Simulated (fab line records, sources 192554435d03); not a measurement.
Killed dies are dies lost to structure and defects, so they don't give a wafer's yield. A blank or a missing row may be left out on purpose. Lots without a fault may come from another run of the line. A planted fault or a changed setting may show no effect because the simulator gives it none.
A struck lot beside a sound one | flow n5_finfet | 18 steps out of a route of 1938
Sound: wafers L914.1, L914.3, L914.4. Struck: wafers L919.2, L919.3, L919.4. The cause comes at the end.
At each step with rows: each side's tool, then ch and its chambers, then its first start. Under that, the readings that differ: sound wafers | struck wafers | difference of the means | sigmas: that difference in standard deviations of wafers without a fault.
alike: readings whose means differ by less than 2 such deviations, and words and numbers that are the same on both sides. not compared: withheld readings, readings that some wafer has no value for, bounds like >300 that may hide the same value, and numbers for which the record gives no deviation and whose values overlap.
The two part at a step that has a row with sigmas, a row that says differs or no value, or rows on one side only. Numbers that don't overlap but have no deviation are shown without sigmas and don't part them. A reading that every wafer of one side lacks parts them only if that side has two wafers or more.

first, 1 step without rows for these wafers: N5_MIM_TOP_LITHO_HARDBAKE_09 (time 120 s).
N5_MIM_TOP_LITHO_CD_MEAS_08: target cd 2000 nm.
  sound on cd_sem-01 ch 0, day 14 15:17; struck on cd_sem-03 ch 0, day 16 08:40
  alike: cd_nm
N5_MIM_TOP_LITHO_OVL_MEAS_11:
  sound on overlay-01 ch 0, day 14 15:19; struck on overlay-02 ch 0, day 16 08:42
  alike: MIM_TOP_OVL
N5_MIM_TOP_LITHO_INSPECT_12: inspects for defects (macro).
  sound on defect_inspect-02, day 14 15:20; struck on defect_inspect-02, day 16 08:44
  alike: raw_defect_count
N5_MIM_TOP_LITHO_DESCUM_10: chemistry O2, time 7.9 s.
  sound on rie_diel-06 ch 1,2,3, day 14 15:31; struck on rie_diel-04 ch 0,1, day 16 08:46
  alike: drypump_motor_current_A, oes_product_au, rf_vpp_V, showerhead_plenum_p_Torr, throttle_valve_pct
  not compared: rf_hours_counter_h
N5_MIM_TOP_ETCH_ETCH_00: etches TiN in Cl2/BCl3, target depth 38.5 nm.
  sound on rie_metal-03 ch 0,1, day 14 15:36; struck on rie_metal-03 ch 0,1, day 16 08:51
  alike: bcl3_flow_sccm, bias_w, drypump_motor_current_A, oes_product_au, throttle_valve_pct
  not compared: rf_hours_counter_h
N5_MIM_TOP_ETCH_STRIP_01: strips in O2.
  sound on rie_diel-05 ch 0,3, day 14 15:44; struck on rie_diel-05 ch 0,2,3, day 16 09:10
  alike: drypump_motor_current_A, oes_product_au, rf_vpp_V, showerhead_plenum_p_Torr, throttle_valve_pct
  not compared: rf_hours_counter_h
N5_MIM_TOP_ETCH_PECVD_03: deposits SiNx from SiH4/NH3/N2, target thk 20 nm, time 17.6 s.
  sound on pecvd-03 ch 0,1,2, day 14 15:49; struck on pecvd-03 ch 0,1,2, day 16 09:13
  alike: heater_power_w, showerhead_plenum_p_Torr, throttle_valve_pct
then, 4 steps without rows for these wafers: N5_MIM_BOT_LITHO_HMDS_01 (time 60 s); N5_MIM_BOT_LITHO_COAT_02; N5_MIM_BOT_LITHO_EBR_04; N5_MIM_BOT_LITHO_SOFTBAKE_03 (time 90 s).
N5_MIM_BOT_LITHO_EXPOSE_05: exposes mask MIM BOT.
  sound on krf_scanner-01 ch 0, day 14 16:07; struck on krf_scanner-01 ch 0, day 16 09:25
  reading              | sound                | struck               | difference | sigmas
  exposure_dose_mJ_cm2 | 24.260 24.238 24.218 | 24.777 24.727 24.713 | +0.500     | +22
  alike: mask
then, 3 steps without rows for these wafers: N5_MIM_BOT_LITHO_PEB_06; N5_MIM_BOT_LITHO_DEVELOP_07 (develop time 60 s); N5_MIM_BOT_LITHO_HARDBAKE_09 (time 120 s).
N5_MIM_BOT_LITHO_CD_MEAS_08: target cd 3000 nm.
  sound on cd_sem-03 ch 0, day 14 16:17; struck on cd_sem-03 ch 0, day 16 09:35
  reading    | sound                | struck               | difference | sigmas
  cd_nm (nm) | 3000.4 2999.5 2999.9 | 3004.8 3003.5 3004.3 | +4.3       | +3
N5_MIM_BOT_LITHO_OVL_MEAS_11:
  sound on overlay-01 ch 0, day 14 16:19; struck on overlay-01 ch 0, day 16 09:37
  alike: MIM_BOT_OVL

WHERE THEY PART
First at N5_MIM_BOT_LITHO_EXPOSE_05; last, within this record, at N5_MIM_BOT_LITHO_CD_MEAS_08. Later steps at which nothing parts them and some readings are alike: N5_MIM_BOT_LITHO_OVL_MEAS_11.

WHY: what the simulator had put in
Process parameter drift: krf_scanner-01, from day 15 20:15 on, at N5_MIM_BOT_LITHO_EXPOSE_05. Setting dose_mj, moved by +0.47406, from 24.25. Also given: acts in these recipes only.
